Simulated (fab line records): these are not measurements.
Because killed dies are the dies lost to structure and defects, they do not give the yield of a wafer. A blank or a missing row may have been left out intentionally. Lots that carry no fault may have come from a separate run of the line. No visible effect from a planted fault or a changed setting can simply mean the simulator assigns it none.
Which tool did it? ; flow nandHarc ; 11 lots with 33 wafers sampled at 2 steps, on a route of 1159 steps

WHAT EACH GAUGE READ, for each wafer
NHARC_P_ZERO_WELL_CD_MEAS_24: the cd target is 720 nm.
lot;measured;on;cdNm (nm)
L148;day 1 14:40;cdSem-02;723.5 720.8 721.3
L149;day 1 20:37;cdSem-02;719.6 719.5 719.2
L154;day 3 02:35;cdSem-01;721.2 720.9 720.3
L155;day 3 08:29;cdSem-03;720.5 720.5 721.8
L156;day 3 14:25;cdSem-02;707.3 708.7 707.3
L158;day 4 02:29;cdSem-02;719.7 720.6 721.9
L159;day 4 08:29;cdSem-03;718.5 719.5 718.7
L166;day 6 02:36;cdSem-02;720.6 719.0 720.7
L169;day 6 20:28;cdSem-01;720.9 721.7 721.1
L170;day 7 02:29;cdSem-02;719.4 720.6 718.0
L171;day 7 08:37;cdSem-03;721.8 719.6 719.7

WHICH TOOL RAN EACH LOT (tool, then ch and the chambers of the sampled wafers, then the start)
lot;NHARC_P_ZERO_WELL_EXPOSE_21
L148;krfScanner-04 ch 0, day 1 14:31
L149;krfScanner-01 ch 0, day 1 20:28
L154;krfScanner-04 ch 0, day 3 02:26
L155;krfScanner-04 ch 0, day 3 08:20
L156;krfScanner-04 ch 0, day 3 14:16
L158;krfScanner-04 ch 0, day 4 02:20
L159;krfScanner-04 ch 0, day 4 08:20
L166;krfScanner-02 ch 0, day 6 02:27
L169;krfScanner-02 ch 0, day 6 20:19
L170;krfScanner-02 ch 0, day 7 02:19
L171;krfScanner-01 ch 0, day 7 08:27
- NHARC_P_ZERO_WELL_EXPOSE_21: exposes mask P NWELL, target cd 720 nm.

THE ANSWER, worked out from the rows above alone
Rule: the lots themselves supply what counts as usual. The widest of any qualifying gaps counts: lots, ordered by their means at a reading, are off when they make up no more than a third of the lots, leave a main group of 4 or more, and stand apart from it by 3 or more times the standard deviation of that group's means. If all means in a main group match to the digits the tables above print for the reading, that group is not used. Also off: a lot with no number at a reading for which 4 or more lots have one. The other lots that the step has rows for count as sound.
Off at NHARC_P_ZERO_WELL_CD_MEAS_24 (cdNm): L156. The main group has a mean of 720.4 nm with a standard deviation of 0.88.
A tool fits if, at a process step before that reading, it ran every lot that is off, and no sound lot after the first of them. Those tools and the gauges at NHARC_P_ZERO_WELL_CD_MEAS_24 are tried in the same way. Of those tried, none fits.

WHAT WAS PUT IN BY THE SIMULATOR
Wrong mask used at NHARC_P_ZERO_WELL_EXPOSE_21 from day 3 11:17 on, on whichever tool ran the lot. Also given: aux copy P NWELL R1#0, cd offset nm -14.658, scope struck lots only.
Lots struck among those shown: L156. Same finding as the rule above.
